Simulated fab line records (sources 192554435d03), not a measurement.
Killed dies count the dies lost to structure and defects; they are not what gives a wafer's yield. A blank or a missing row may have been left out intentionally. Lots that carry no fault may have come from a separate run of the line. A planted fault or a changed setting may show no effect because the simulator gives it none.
Split-lot experiment | flow n5Finfet | 39 wafers read across 7 lots, on a route 1938 steps long

ON THE SPLIT
At N5_FIN_SAQP_HM_DEP_03 (deposits SiNx from SiH4/NH3/N2, target thk 38 nm, time 33.6 s), the setting timeS was moved away from the recipe's 33.6 s on 12 of the 39 wafers read, by -15.6% to +15.2%. This setting was run at the recipe's value on the other wafers.

FROM THE SPLIT TO THE READING: what the file shows between them, 4 steps
- N5_FIN_SAQP_THK_MEAS_05
- N5_FIN_SAQP_PECVD_47: deposits a-Si from SiH4/He, target thk 45 nm, time 36.3 s
- N5_FIN_SAQP_PECVD_48: deposits SiNx from SiH4/NH3/N2, target thk 25 nm, time 22.1 s
- N5_FIN_SAQP_MANDREL2_REMOVE_60: chemistry HBr/Cl2/O2, target a-Si, stops on SiNx, bt time 10 s

THE READING
etch.depthNm (the simulator's own value, which no gauge read), in nm, at N5_FIN_SAQP_HM_OPEN_33 (chemistry CH3F/O2, target SiNx, target depth 49.4 nm, time 70.6 s). The file does not state a usual value for it. Across the 27 wafers here that went through the recipe, the average is 37.29 nm and the standard deviation 0.57 nm.

wafer  | tool, chamber at the split | timeS as run, s | against the recipe | etch.depthNm, nm | against lot-mates on the recipe
L079.1 | pecvd-04, 1                | 33.6            | recipe             | 36.43            | -
L079.2 | pecvd-04, 0                | 28.36           | -15.6%             | 30.44            | -6.63
L079.3 | pecvd-04, 2                | 28.36           | -15.6%             | 31.37            | -5.70
L079.4 | pecvd-04, 2                | 33.6            | recipe             | 37.52            | -
L079.5 | pecvd-04, 0                | 28.36           | -15.6%             | 30.84            | -6.23
L079.6 | pecvd-04, 1                | 33.6            | recipe             | 37.26            | -
L082.1 | pecvd-01, 2                | 33.6            | recipe             | 37.12            | -
L082.2 | pecvd-01, 1                | 33.6            | recipe             | 37.53            | -
L082.3 | pecvd-01, 0                | 33.6            | recipe             | 37.01            | -
L089.1 | pecvd-03, 0                | 33.6            | recipe             | 36.79            | -
L089.2 | pecvd-03, 1                | 33.6            | recipe             | 37.57            | -
L089.3 | pecvd-03, 2                | 33.6            | recipe             | 36.8             | -
L089.4 | pecvd-03, 0                | 33.6            | recipe             | 37.78            | -
L089.5 | pecvd-03, 1                | 33.6            | recipe             | 37.56            | -
L089.6 | pecvd-03, 2                | 33.6            | recipe             | 37.25            | -
L091.1 | pecvd-04, 2                | 33.6            | recipe             | 37.07            | -
L091.2 | pecvd-04, 0                | 38.7            | +15.2%             | 42.38            | +5.39
L091.3 | pecvd-04, 1                | 33.6            | recipe             | 36.31            | -
L091.4 | pecvd-04, 0                | 38.7            | +15.2%             | 42.67            | +5.68
L091.5 | pecvd-04, 1                | 38.7            | +15.2%             | 43.05            | +6.06
L091.6 | pecvd-04, 2                | 33.6            | recipe             | 37.59            | -
L093.1 | pecvd-01, 0                | 33.6            | recipe             | 36.51            | -
L093.2 | pecvd-01, 1                | 33.6            | recipe             | 37.84            | -
L093.3 | pecvd-01, 2                | 33.6            | recipe             | 37.12            | -
L093.4 | pecvd-01, 1                | 33.6            | recipe             | 37.87            | -
L093.5 | pecvd-01, 2                | 33.6            | recipe             | 38.1             | -
L093.6 | pecvd-01, 0                | 33.6            | recipe             | 36.84            | -
L096.1 | pecvd-03, 1                | 29.61           | -11.9%             | 33.05            | -4.85
L096.2 | pecvd-03, 0                | 29.61           | -11.9%             | 32.64            | -5.26
L096.3 | pecvd-03, 2                | 33.6            | recipe             | 36.76            | -
L096.4 | pecvd-03, 1                | 33.6            | recipe             | 38.45            | -
L096.5 | pecvd-03, 2                | 29.61           | -11.9%             | 33.09            | -4.81
L096.6 | pecvd-03, 0                | 33.6            | recipe             | 38.49            | -
L097.1 | pecvd-04, 1                | 33.6            | recipe             | 36.65            | -
L097.2 | pecvd-04, 0                | 30.65           | -8.8%              | 33.61            | -3.46
L097.3 | pecvd-04, 2                | 33.6            | recipe             | 37.69            | -
L097.4 | pecvd-04, 1                | 33.6            | recipe             | 36.86            | -
L097.5 | pecvd-04, 0                | 30.65           | -8.8%              | 33.67            | -3.40
L097.6 | pecvd-04, 2                | 30.65           | -8.8%              | 34.37            | -2.70

THE FIT
A straight line over all 39 wafers: etch.depthNm changes by +0.379 nm for each +1% of timeS; r = +0.98; the points scatter about the line by 0.55 nm.
The same after taking each lot's own level away (the mean of its wafers on the recipe; 39 wafers): +0.39 nm for each +1%; r = +0.99; scatter 0.49 nm.
Per that fit: largest timeS move, reading shift of 6.1 nm.
The span of the lots' own levels, 36.990 to 37.900 nm, comes to 1.6 times the standard deviation stated above.
So the lot-to-lot level changes the slope little: the two slopes agree.
Check: with one of the wafers moved furthest among these (-15.6%) left out of the fit, the line predicts -6.03 nm for it against its lot-mates. Against them it came out at -6.63 nm.

THE WHOLE CHAIN: every reading that the file lists as answering this split, in the file's order
step                    | what it does                                                      | reading                                                                           | change (the file's fit)               | r (the file's)
N5_FIN_SAQP_HM_DEP_03   | deposits SiNx from SiH4/NH3/N2, target thk 38 nm, time 33.6 s     | SiNx_of_FIN_SAQP_HM_DEP_03.thkNm (the simulator's own value, which no gauge read) | +0.392 nm for each +1% of the setting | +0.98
N5_FIN_SAQP_THK_MEAS_05 |                                                                   | thkNm                                                                             | withheld for each +1% of the setting  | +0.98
N5_FIN_SAQP_HM_OPEN_33  | chemistry CH3F/O2, target SiNx, target depth 49.4 nm, time 70.6 s | etchRfOnTimeS                                                                     | withheld for each +1% of the setting  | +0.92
N5_FIN_SAQP_HM_OPEN_33  | chemistry CH3F/O2, target SiNx, target depth 49.4 nm, time 70.6 s | etch.depthNm (the simulator's own value, which no gauge read)                     | +0.391 nm for each +1% of the setting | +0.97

THE FILE'S OWN FIT
etch.depthNm changes by +0.391 nm for each +1% of timeS, r = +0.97.
